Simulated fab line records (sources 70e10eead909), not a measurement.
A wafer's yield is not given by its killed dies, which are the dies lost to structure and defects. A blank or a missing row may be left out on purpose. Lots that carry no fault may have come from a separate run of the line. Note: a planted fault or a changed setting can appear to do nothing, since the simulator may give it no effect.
What tool caused it?	flow nand harc	12 lots with 36 wafers sampled at 6 steps, on a route of 1159 steps

== WHAT THE GAUGES READ, wafer by wafer ==
NHARC_P_GATE_INSPECT_28.
lot	measured	on	raw defect count
L966	day 4 20:25	defect inspect-01	13 4 5
L967	day 5 08:02	defect inspect-01	7 8 3
L968	day 5 08:38	defect inspect-01	3 6 3
L969	day 5 17:16	defect inspect-01	4 5 6
L970	day 5 22:36	defect inspect-02	7 8 8
L972	day 6 09:52	defect inspect-02	6 3 6
L973	day 6 17:31	defect inspect-01	6 8 13
L975	day 7 05:41	defect inspect-02	3 3 1
L978	day 7 19:55	defect inspect-02	8 3 9
L980	day 8 12:04	defect inspect-01	2 3 10
L987	day 10 06:52	defect inspect-01	4 10 3
L988	day 10 12:48	defect inspect-02	9 13 14

NHARC_P_GATE_CD_MEAS_33.
lot	measured	on	cd nm (nm)
L966	day 4 21:17	cd sem-02	124.8 124.5 127.0
L967	day 5 10:05	cd sem-02	120.0 120.4 118.1
L968	day 5 10:30	cd sem-03	121.5 120.5 123.1
L969	day 5 18:17	cd sem-02	116.0 122.9 120.1
L970	day 5 23:42	cd sem-03	121.2 122.8 123.1
L972	day 6 10:43	cd sem-02	121.3 122.5 121.4
L973	day 6 18:23	cd sem-01	123.2 118.4 122.7
L975	day 7 06:33	cd sem-01	125.9 123.3 124.2
L978	day 7 20:49	cd sem-01	123.6 120.6 118.7
L980	day 8 12:56	cd sem-01	123.8 124.5 124.3
L987	day 10 07:55	cd sem-01	117.1 123.5 124.9
L988	day 10 13:40	cd sem-03	121.3 123.0 122.5

NHARC_P_GATE_CD_MEAS_46 targets a cd of 720 nm.
lot	measured	on	cd nm (nm)
L966	day 5 08:19	cd sem-01	719.6 717.9 718.7
L967	day 5 21:05	cd sem-03	721.8 720.2 721.8
L968	day 5 21:25	cd sem-03	719.7 719.8 718.1
L969	day 6 05:07	cd sem-01	719.3 720.7 718.3
L970	day 6 10:40	cd sem-03	720.8 718.8 722.1
L972	day 6 21:28	cd sem-01	720.8 719.4 719.7
L973	day 7 05:27	cd sem-02	720.1 719.9 718.0
L975	day 7 19:48	cd sem-01	721.8 723.1 722.9
L978	day 8 07:50	cd sem-02	718.9 718.5 720.6
L980	day 8 23:55	cd sem-02	702.2 701.3 701.9 702.5 701.6 702.4
L987	day 10 20:59	cd sem-01	720.3 716.8 719.4
L988	day 11 03:33	cd sem-03	720.7 718.7 719.9

NHARC_END_SORT_01.
lot	measured	on	killed at array	killed at other	killed at periphery	killed dies	killed open	killed short
L980	day 26 03:03	prober-01	28 31 24	0 0 0	3 2 4	31 33 28	1 4 2	5 1 5

== WHICH TOOL RAN EACH LOT (tool, then ch and the chambers of the sampled wafers, then the start) ==
lot	NHARC_P_GATE_ETCHBACK_37	NHARC_P_GATE_EXPOSE_43
L966	rie diel-06 ch 0,2,3, day 5 08:10 or earlier	krf scanner-04 ch 0, day 5 08:10
L967	rie diel-06 ch 2,3, day 5 20:56 or earlier	krf scanner-04 ch 0, day 5 20:56
L968	rie diel-13 ch 0,1, day 5 21:15 or earlier	krf scanner-03 ch 0, day 5 21:15
L969	rie diel-04 ch 0,1, day 6 04:57 or earlier	krf scanner-03 ch 0, day 6 04:57
L970	rie diel-04 ch 0,2,3, day 6 10:31 or earlier	krf scanner-04 ch 0, day 6 10:31
L972	rie diel-04 ch 0,1,2, day 6 21:18 or earlier	krf scanner-02 ch 0, day 6 21:18
L973	rie diel-13 ch 1,2,3, day 7 05:18 or earlier	krf scanner-04 ch 0, day 7 05:18
L975	rie diel-04 ch 0,1, day 7 19:39 or earlier	krf scanner-02 ch 0, day 7 19:39
L978	rie diel-04 ch 2,3, day 8 07:40 or earlier	krf scanner-04 ch 0, day 8 07:40
L980	rie diel-06 ch 1,2, day 8 23:45 or earlier	krf scanner-04 ch 0, day 8 23:45
L987	rie diel-04 ch 0,2,3, day 10 20:50 or earlier	krf scanner-03 ch 0, day 10 20:50
L988	rie diel-04 ch 0,2,3, day 11 03:24 or earlier	krf scanner-03 ch 0, day 11 03:24
- NHARC_P_GATE_ETCHBACK_37: etches the open film in CHF3/O2, target depth 34.5 nm, time 17.2 s.
- NHARC_P_GATE_EXPOSE_43: exposes mask P NSD, target cd 720 nm.

== WHAT THE TOOLS THEMSELVES READ (means of the sampled wafers that have a number; where no wafer has one, the mark that the record gives instead) ==
NHARC_P_GATE_ETCHBACK_37.
lot	tool	chf3 flow sccm (sccm)	drypump motor current A (A)	oes product au (a.u.)	rf vpp V (V)	showerhead plenum p Torr (Torr)	throttle valve pct (%)
L966	rie diel-06	50.00	6.2	1.00	370.5	2.41	20.565
L967	rie diel-06	50.05	6.3	0.92	369.4	2.33	20.580
L968	rie diel-13	49.85	5.4	1.00	369.5	2.35	20.562
L969	rie diel-04	49.87	5.6	0.99	373.7	2.53	20.560
L970	rie diel-04	49.98	5.6	1.01	370.2	2.38	20.560
L972	rie diel-04	49.97	5.7	0.94	371.8	2.47	20.560
L973	rie diel-13	49.97	5.8	0.92	367.3	2.26	20.580
L975	rie diel-04	50.02	5.5	0.93	372.8	2.53	20.572
L978	rie diel-04	49.88	5.4	0.92	368.6	2.33	20.565
L980	rie diel-06	49.96	6.5	0.93	373.3	2.50	20.564
L987	rie diel-04	49.99	5.6	1.00	370.0	2.37	20.576
L988	rie diel-04	49.92	5.6	0.93	369.8	2.37	20.571

== THE ANSWER, worked out from the rows above alone ==
Rule: the usual values come from the lots themselves. Put in order of their means at a reading, lots are off if they are a third of the lots or fewer, leave a main group of 4 or more, and stand apart from it by a gap of 3 or more times the standard deviation of the main group's means; of several such gaps the widest counts. The tables above print the reading to a certain number of digits; a main group whose means all agree to those digits is not used. Also off: a lot with no number at a reading for which 4 or more lots have one. Where the step has rows for the other lots, those lots are counted as sound. The gauges are gone through in route order, then the tools' own readings, and for those a lot's mean is taken as printed above. At the first step where some lot is off, the reading lying furthest off is the one used; lots without a number count as furthest.
Off: L980 (NHARC_P_GATE_CD_MEAS_46, cd nm). For the main group the mean is 719.9 nm and the standard deviation 1.1.
A tool fits if, at a process step before that reading, it ran every lot that is off, and no sound lot after the first of them. Not tried: the gauges at NHARC_P_GATE_CD_MEAS_46; whatever is off there is also off at NHARC_P_GATE_ETCHBACK_37, on other tools, and gauge error can't account for it. With no start given for some of its lots, NHARC_P_GATE_ETCHBACK_37 uses the hours and lot order of NHARC_P_GATE_EXPOSE_43. Can't be told from this: 2 tools fit, rie diel-06 at NHARC_P_GATE_ETCHBACK_37, krf scanner-04 at NHARC_P_GATE_EXPOSE_43.

== WHAT THE SIMULATOR HAD INSERTED ==
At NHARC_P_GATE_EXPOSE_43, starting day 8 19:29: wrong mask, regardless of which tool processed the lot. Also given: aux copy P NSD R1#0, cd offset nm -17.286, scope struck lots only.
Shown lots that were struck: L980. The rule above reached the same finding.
